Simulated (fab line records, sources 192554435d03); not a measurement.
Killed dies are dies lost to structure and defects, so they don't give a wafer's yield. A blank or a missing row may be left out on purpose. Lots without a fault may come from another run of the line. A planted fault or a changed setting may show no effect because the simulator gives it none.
Chamber matching | flow n5_finfet | N5_BEOL_M15_ETCH_57 on rie_diel-03: 4 sister chambers
The step etches SOC in N2/H2, time 750 s. 14 wafers are shown with their chamber, then 7 later ones without.

WAFERS WITH THEIR CHAMBER
wafer  | chamber | showerhead_plenum_p_Torr (Torr) | drypump_motor_current_A (A) | throttle_valve_pct (%)
L078.2 | 1       | 2.45                            | 5.4                         | 17.37
L078.4 | 0       | 2.53                            | 5.5                         | 17.70
L078.5 | 3       | 2.66                            | 5.1                         | 17.84
L080.1 | 2       | 2.42                            | 6.2                         | 17.52
L080.3 | 1       | 2.45                            | 5.4                         | 17.40
L080.6 | 3       | 2.66                            | 5.1                         | 17.85
L083.1 | 3       | 2.66                            | 5.1                         | 17.85
L083.5 | 3       | 2.66                            | 5.1                         | 17.86
L083.6 | 0       | 2.52                            | 5.5                         | 17.70
L084.1 | 3       | 2.65                            | 5.1                         | 17.86
L084.3 | 2       | 2.42                            | 6.1                         | 17.52
L084.6 | 3       | 2.65                            | 5.1                         | 17.83
L085.1 | 0       | 2.52                            | 5.5                         | 17.69
L085.2 | 1       | 2.45                            | 5.4                         | 17.38

SIGNATURES (means of the wafers above)
reading                  | chamber 0 | chamber 1 | chamber 2 | chamber 3 | scatter within a chamber
showerhead_plenum_p_Torr | 2.5233    | 2.4500    | 2.4200    | 2.6567    | 0.00447
drypump_motor_current_A  | 5.500     | 5.400     | 6.150     | 5.100     | 0.0224
throttle_valve_pct       | 17.6967   | 17.3833   | 17.5200   | 17.8483   | 0.011
Rule: a wafer's distance from a chamber is the root of the sum, over the readings, of the square of ((its reading less the chamber's mean) divided by the reading's scatter). The wafer belongs to the nearest chamber; if the next one is less than 2 further off, it can't be placed. The scatter: the root of (the sum of the squares of (reading less its chamber's mean) over the shown wafers, divided by (wafers less chambers)).

WAFERS WITHOUT THEIR CHAMBER
wafer  | showerhead_plenum_p_Torr (Torr) | drypump_motor_current_A (A) | throttle_valve_pct (%)
L085.6 | 2.42                            | 6.1                         | 17.51
L086.3 | 2.44                            | 5.4                         | 17.42
L086.4 | 2.65                            | 5.1                         | 17.85
L086.5 | 2.65                            | 5.1                         | 17.85
L091.3 | 2.41                            | 6.2                         | 17.55
L091.5 | 2.44                            | 5.4                         | 17.43
L091.6 | 2.52                            | 5.5                         | 17.72

WHICH CHAMBER EACH WENT THROUGH
wafer  | from the rows above | in truth
L085.6 | 2                   | 2
L086.3 | 1                   | 1
L086.4 | 3                   | 3
L086.5 | 3                   | 3
L091.3 | 2                   | 2
L091.5 | 1                   | 1
L091.6 | 0                   | 0
Placed correctly: 7 of 7. Can't be placed from these rows: 0. Placed wrongly: 0.
